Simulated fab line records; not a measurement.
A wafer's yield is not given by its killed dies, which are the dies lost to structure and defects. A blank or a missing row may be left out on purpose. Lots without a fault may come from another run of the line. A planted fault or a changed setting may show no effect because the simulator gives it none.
A struck lot beside a sound one ; flow n5-finfet ; 18 out of 1938 route steps
Sound: these wafers, L491.2, L491.4, L491.6. Struck: wafer L505.3. (L505.2 of the same lot was not struck and is left out.) The cause comes at the end.
Each step with rows lists, per side, the tool, then ch with its chambers, then its first start. Under that, the readings that differ: sound wafers ; struck wafers ; difference of the means ; sigmas: that difference in standard deviations of wafers without a fault.
alike: same words and numbers on both sides, and readings whose means sit less than 2 such deviations apart. not compared: any withheld reading, any reading some wafer has no value for, any bound like >300 that may hide the same value, and any number with overlapping values for which the record gives no deviation.
Wherever a step has rows on one side only, a row that says differs or no value, or a row with sigmas, the two part there. When numbers do not overlap yet have no deviation, they are printed without sigmas and do not part them. Lack of a reading on every wafer of one side parts them only where that side has two or more wafers.

N5_MOL_CONTACT_COAG_OVL_MEAS_41:
  sound on overlay-01 ch 0, day 5 09:46; struck on overlay-02 ch 0, day 8 22:31
  alike: VD_OVL
N5_MOL_CONTACT_COAG_INSPECT_42: inspects for defects (brightfield).
  sound: defect-inspect-02 at day 5 09:49; struck: defect-inspect-01 at day 8 22:34
reading;sound;struck;difference;sigmas
raw-defect-count;133 139 148;275;+135;+2
N5_MOL_CONTACT_COAG_DESCUM_45: chemistry O2, time 7 s.
  sound on rie-diel-05 ch 0,2, day 5 10:00; struck on rie-diel-06 ch 1, day 8 22:37
  alike: drypump-motor-current-A, oes-product-au, rf-vpp-V, showerhead-plenum-p-Torr, throttle-valve-pct
  not compared: rf-hours-counter-h
N5_MOL_CONTACT_COAG_ETCH_65: etches underlayer in N2/H2, target depth 13 nm, time 10.4 s.
  sound on rie-diel-05 ch 0,2, day 5 10:02; struck on rie-diel-06 ch 1, day 8 22:39
  alike: drypump-motor-current-A, etch-rf-on-time-s, oes-product-au, rf-vpp-V, showerhead-plenum-p-Torr, throttle-valve-pct
  not compared: rf-hours-counter-h
then, 1 step without rows for these wafers: N5_MOL_CONTACT_COAG_ETCH_66 (etches SiARC in CF4, target depth 13 nm, time 21.7 s).
N5_MOL_CONTACT_COAG_ALD_133: deposits SiO2, target thk 5 nm, pulse time 1 s, co reactant pulse time 1 s.
  sound on ald-sin-04 ch 1,2,3, day 5 10:08; struck on ald-sin-03 ch 2, day 8 22:45
  alike: heater-power-w, precursor-pulse-height-rel
N5_MOL_CONTACT_COAG_ETCHBACK_134: etches SiO2 in CHF3, target depth 10 nm, time 6.7 s.
  sound on rie-diel-05 ch 0,1,2, day 5 10:20; struck on rie-diel-05 ch 1, day 8 23:02
reading;sound;struck;difference;sigmas
oes-product-au (a.u.);0.69 0.70 0.92;1.00;+0.23;+2
showerhead-plenum-p-Torr (Torr);2.25 2.28 2.40;2.52;+0.21;+2
  alike: drypump-motor-current-A, rf-vpp-V, throttle-valve-pct
  not compared: rf-hours-counter-h
N5_MOL_CONTACT_COAG_ETCH_67: etches SOC in N2/H2, target depth 60 nm, overetch 21 nm, time 101.2 s.
  sound on rie-diel-05 ch 0,1,2, day 5 10:23; struck on rie-diel-05 ch 1, day 8 23:04
reading;sound;struck;difference;sigmas
oes-product-au (a.u.);0.58 0.59 0.76;0.82;+0.18;+2
rf-vpp-V (V);519.7 519.8 528.0;528.4;+5.9;+2
showerhead-plenum-p-Torr (Torr);2.41 2.41 2.59;2.72;+0.25;+3
  alike: drypump-motor-current-A, throttle-valve-pct
  not compared: rf-hours-counter-h
then, 4 steps without rows for these wafers: N5_MOL_CONTACT_COAG_STRIP_68 (strips in N2/H2); N5_MOL_CONTACT_COAG_STRIP_69 (strips in N2/H2); N5_MOL_CONTACT_COAG_ETCHBACK_136 (etches SiO2 in CHF3, target depth 25 nm, time 16.7 s); N5_MOL_CONTACT_COAG_STRIP_120 (strips in CHF3).
N5_MOL_CONTACT_COAG_VIA_ETCH_117: etches SiO2 in C4F6/O2, target depth 40 nm, overetch 8 nm, time 26 s.
  sound on rie-diel-05 ch 0,1,2, day 5 10:30; struck on rie-diel-05 ch 1, day 8 23:12
reading;sound;struck;difference;sigmas
showerhead-plenum-p-Torr (Torr);2.68 2.72 2.85;3.00;+0.25;+2
model.SOC_of_MOL_CONTACT_COAG_COAT_62.thk-nm (nm);51.8 51.2 51.6;49.4;-2.1;
  alike: drypump-motor-current-A, oes-product-au, rf-vpp-V, throttle-valve-pct
  not compared: rf-hours-counter-h
then, 1 step without rows for these wafers: N5_MOL_CONTACT_COAG_ETCH_124 (etches SiNx in CH3F/O2, stops on SiOC, target depth 6.5 nm).
N5_MOL_CONTACT_COAG_ETCH_48: etches SiOC in C4F6/O2, target depth 15 nm, overetch 4.5 nm, time 17 s.
  sound on rie-diel-05 ch 0,1,2, day 5 10:34; struck on rie-diel-05 ch 1, day 8 23:16
reading;sound;struck;difference;sigmas
showerhead-plenum-p-Torr (Torr);2.68 2.72 2.85;3.00;+0.25;+2
model.SOC_of_MOL_CONTACT_COAG_COAT_62.thk-nm (nm);46 45.2 45.8;43.4;-2.3;
  alike: drypump-motor-current-A, oes-product-au, rf-vpp-V, throttle-valve-pct
  not compared: rf-hours-counter-h
then, 1 step without rows for these wafers: N5_MOL_CONTACT_COAG_STRIP_72 (strips in N2/H2).
-- the record jumps here: 3 days lie between the struck wafers' starts before and after (it left off in module MOL_CONTACT_COAG and takes up again in module BEOL_M4, whose first step shown is number 1111 of the route) --
N5_BEOL_M4_RC_MEAS_101:
  sound on prober-02 ch 0, day 8 09:44; struck on prober-01 ch 0, day 11 13:25
  alike: DIBL_N, DIBL_P, IOFF_N, IOFF_P, ION_N, ION_P, SS_N, SS_P, VT_N, VT_P
-- here the record skips 4 days between the struck wafers' starts before and after, leaving off in module BEOL_M4 and picking up in module PASSIVATION (first step shown: number 1936 of the route) --
N5_PASSIVATION_PROBE_49:
  record: rows for the struck wafers here (prober-02, day 15 17:02), none for the sound ones

WHERE THEY PART
Last at N5_PASSIVATION_PROBE_49 as far as this record goes, first at N5_MOL_CONTACT_COAG_INSPECT_42.

WHY: what the simulator had put in
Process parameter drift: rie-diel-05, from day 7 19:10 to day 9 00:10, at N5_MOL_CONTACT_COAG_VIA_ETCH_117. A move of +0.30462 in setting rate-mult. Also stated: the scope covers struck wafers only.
